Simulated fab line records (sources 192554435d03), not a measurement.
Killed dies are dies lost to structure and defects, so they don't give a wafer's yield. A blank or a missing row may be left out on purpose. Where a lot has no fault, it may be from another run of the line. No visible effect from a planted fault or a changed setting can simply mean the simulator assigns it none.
Matching of chambers :: flow n5 finfet :: rie diel-03 running N5_BEOL_M8_ETCH_61: 4 sister chambers
The step etches SiARC in CF4, target depth 45.5 nm, time 75.8 s. 8 wafers are shown with their chamber, then 10 later ones without.

## WAFERS WITH THEIR CHAMBER
wafer: L074.4
chamber: 1
showerhead plenum p Torr (Torr): 2.16
drypump motor current A (A): 5.3

wafer: L078.2
chamber: 1
showerhead plenum p Torr (Torr): 2.16
drypump motor current A (A): 5.3

wafer: L078.5
chamber: 2
showerhead plenum p Torr (Torr): 2.14
drypump motor current A (A): 5.5

wafer: L083.5
chamber: 0
showerhead plenum p Torr (Torr): 2.12
drypump motor current A (A): 5.6

wafer: L085.1
chamber: 0
showerhead plenum p Torr (Torr): 2.11
drypump motor current A (A): 5.6

wafer: L085.6
chamber: 3
showerhead plenum p Torr (Torr): 2.27
drypump motor current A (A): 5.7

wafer: L086.1
chamber: 3
showerhead plenum p Torr (Torr): 2.26
drypump motor current A (A): 5.7

wafer: L086.3
chamber: 2
showerhead plenum p Torr (Torr): 2.14
drypump motor current A (A): 5.4

## WAFERS WITHOUT THEIR CHAMBER
wafer: L086.5
showerhead plenum p Torr (Torr): 2.11
drypump motor current A (A): 5.6

wafer: L093.1
showerhead plenum p Torr (Torr): 2.15
drypump motor current A (A): 5.3

wafer: L093.3
showerhead plenum p Torr (Torr): 2.11
drypump motor current A (A): 5.6

wafer: L093.6
showerhead plenum p Torr (Torr): 2.15
drypump motor current A (A): 5.3

wafer: L096.1
showerhead plenum p Torr (Torr): 2.15
drypump motor current A (A): 5.3

wafer: L096.3
showerhead plenum p Torr (Torr): 2.11
drypump motor current A (A): 5.6

wafer: L096.5
showerhead plenum p Torr (Torr): 2.15
drypump motor current A (A): 5.3

wafer: L097.1
showerhead plenum p Torr (Torr): 2.13
drypump motor current A (A): 5.4

wafer: L097.3
showerhead plenum p Torr (Torr): 2.26
drypump motor current A (A): 5.7

wafer: L097.5
showerhead plenum p Torr (Torr): 2.15
drypump motor current A (A): 5.3

## WHICH CHAMBER EACH ONE RAN IN
wafer: L086.5
from the rows above: 0
in truth: 0

wafer: L093.1
from the rows above: 1
in truth: 1

wafer: L093.3
from the rows above: 0
in truth: 0

wafer: L093.6
from the rows above: 1
in truth: 1

wafer: L096.1
from the rows above: 1
in truth: 1

wafer: L096.3
from the rows above: 0
in truth: 0

wafer: L096.5
from the rows above: 1
in truth: 1

wafer: L097.1
from the rows above: 2
in truth: 2

wafer: L097.3
from the rows above: 3
in truth: 3

wafer: L097.5
from the rows above: 1
in truth: 1
Placed correctly: 10 of 10. Can't be placed from these rows: 0. Wrongly placed: 0.
How it was worked out, from the rows above alone: a wafer's distance from a chamber is the root of the sum, over the readings, of the square of ((its reading less the chamber's mean) divided by the reading's scatter). If the next closest chamber is less than 2 further off than the closest, the wafer can't be placed; otherwise it belongs to the closest. For every chamber, the mean is computed from those of its wafers that are shown. The scatter is the square root of a quotient: the sum, over the shown wafers, of each reading's squared deviation from its chamber's mean, divided by wafers minus chambers.
